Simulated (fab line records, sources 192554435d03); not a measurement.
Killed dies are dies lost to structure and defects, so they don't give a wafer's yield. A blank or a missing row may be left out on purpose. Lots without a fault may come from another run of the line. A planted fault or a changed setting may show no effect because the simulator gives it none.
A struck lot beside a sound one | flow n5_finfet | 36 steps out of a route of 1938
Sound: wafers L682.1, L682.3, L682.6. Struck: wafer L694.6. (L694.3, L694.5 of the same lot were not struck and are left out.) The cause comes at the end.
At each step with rows: each side's tool, then ch and its chambers, then its first start. Under that, the readings that differ: sound wafers | struck wafers | difference of the means | sigmas: that difference in standard deviations of wafers without a fault.
alike: readings whose means differ by less than 2 such deviations, and words and numbers that are the same on both sides. not compared: withheld readings, readings that some wafer has no value for, bounds like >300 that may hide the same value, and numbers for which the record gives no deviation and whose values overlap.
The two part at a step that has a row with sigmas, a row that says differs or no value, or rows on one side only. Numbers that don't overlap but have no deviation are shown without sigmas and don't part them. A reading that every wafer of one side lacks parts them only if that side has two wafers or more.

first, 9 steps without rows for these wafers: N5_BEOL_M4_ANNEAL_95 (time 240 s); N5_BEOL_M4_SPUTTER_96 (material Cu, target thk 4.5 nm, time 8.29 s); N5_BEOL_M4_ECD_50 (material Cu, target thk 300 nm); N5_BEOL_M4_ANNEAL_51 (time 90 s); N5_BEOL_M4_CMP_52 (polishes, stops on SiOC, t overpolish 6.8 s, target thk 40 nm); N5_BEOL_M4_PRE_CLEAN_60 (time 15 s); N5_BEOL_M4_CO_CAP_55 (material Co, precursor CCTBA/H2, target thk 2 nm, time 102.1 s); N5_BEOL_M4_PRE_CLEAN_56 (time 15 s); N5_BEOL_M4_DEP_57 (deposits SiCN from 3MS/NH3, target thk 8 nm, time 14 s).
N5_BEOL_M4_RC_MEAS_101:
  sound on prober-02 ch 0, day 8 14:02; struck on prober-02 ch 0, day 11 09:20
  alike: DIBL_N, DIBL_P, IOFF_N, IOFF_P, ION_N, ION_P, SS_N, SS_P, VT_N, VT_P
then, 24 steps without rows for these wafers: N5_BEOL_M5_ILD_DEP_00 (deposits SiCOH lowk from DEMS/porogen, target thk 140.64 nm, time 25.9 s); N5_BEOL_M5_CURE_79 (cures SiCOH lowk, time 240 s); N5_BEOL_M5_PECVD_70 (deposits SiO2 from TEOS/O2, target thk 16 nm, time 18 s); N5_BEOL_M5_HM_DEP_02 (deposits TiN, target thk 20 nm); N5_BEOL_M5_COAT_59 (time 60 s, resist thk 60 nm); N5_BEOL_M5_COAT_60 (time 60 s, resist thk 12 nm); N5_BEOL_M5_COAT_71 (time 60 s, resist thk 5 nm); N5_BEOL_M5_COAT_05 (resist thk 30 nm); N5_BEOL_M5_EBR_07; N5_BEOL_M5_SOFTBAKE_06 (time 60 s); N5_BEOL_M5_EXPOSE_08 (exposes mask M5, target cd 28 nm); N5_BEOL_M5_PEB_09 (peb time 60 s); N5_BEOL_M5_DEVELOP_10 (develop time 30 s); N5_BEOL_M5_DESCUM_16 (chemistry O2, time 7 s); N5_BEOL_M5_ETCH_72 (etches underlayer in N2/H2, target depth 6.5 nm, time 5.2 s); N5_BEOL_M5_ETCH_61 (etches SiARC in CF4, target depth 15.6 nm, time 26 s); N5_BEOL_M5_ETCH_62 (etches SOC in N2/H2, target depth 75 nm, overetch 15 nm, time 112.5 s); N5_BEOL_M5_STRIP_63 (strips in N2/H2); N5_BEOL_M5_STRIP_73 (strips in N2/H2); N5_BEOL_M5_STRIP_64 (strips in CF4); N5_BEOL_M5_HM_OPEN_17 (chemistry Cl2/BCl3, target TiN, target depth 20 nm, overetch 6 nm); N5_BEOL_M5_STRIP_19 (strips in O2); N5_BEOL_M5_COAT_65 (time 60 s, resist thk 60 nm); N5_BEOL_M5_COAT_66 (time 60 s, resist thk 12 nm).
-- the record jumps here: 4 days lie between the struck wafers' starts before and after (it left off in module BEOL_M5 and takes up again in module MIM_TOP_ETCH, whose first step shown is number 1851 of the route) --
N5_MIM_TOP_ETCH_ETCH_00: etches TiN in Cl2/BCl3, target depth 38.5 nm.
  sound on rie_metal-01 ch 0, day 12 04:13; struck on rie_metal-01 ch 1, day 15 07:47
  reading                                  | sound            | struck | difference | sigmas
  drypump_motor_current_A (A)              | 5.3 5.3 5.3      | 6.1    | +0.8       | +2
  model.etch.depth_nm (nm)                 | 39.1 39.43 39.35 | 32.23  | -7.06      |
  model.MIM_TOP_ETCH.feature_depth_nm (nm) | 39 39.4 39.4     | 32.2   | -7.1       |
  alike: oes_ar_750_au, oes_product_au, throttle_valve_pct
  not compared: rf_hours_counter_h
N5_PASSIVATION_PROBE_49:
  the record has rows for the struck wafers here (prober-02, day 15 20:58) and none for the sound ones

WHERE THEY PART
First at N5_MIM_TOP_ETCH_ETCH_00; last, within this record, at N5_PASSIVATION_PROBE_49.

WHY: what the simulator had put in
Process parameter drift: rie_metal-01, from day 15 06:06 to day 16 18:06, at N5_MIM_TOP_ETCH_ETCH_00. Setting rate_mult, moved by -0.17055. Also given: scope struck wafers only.
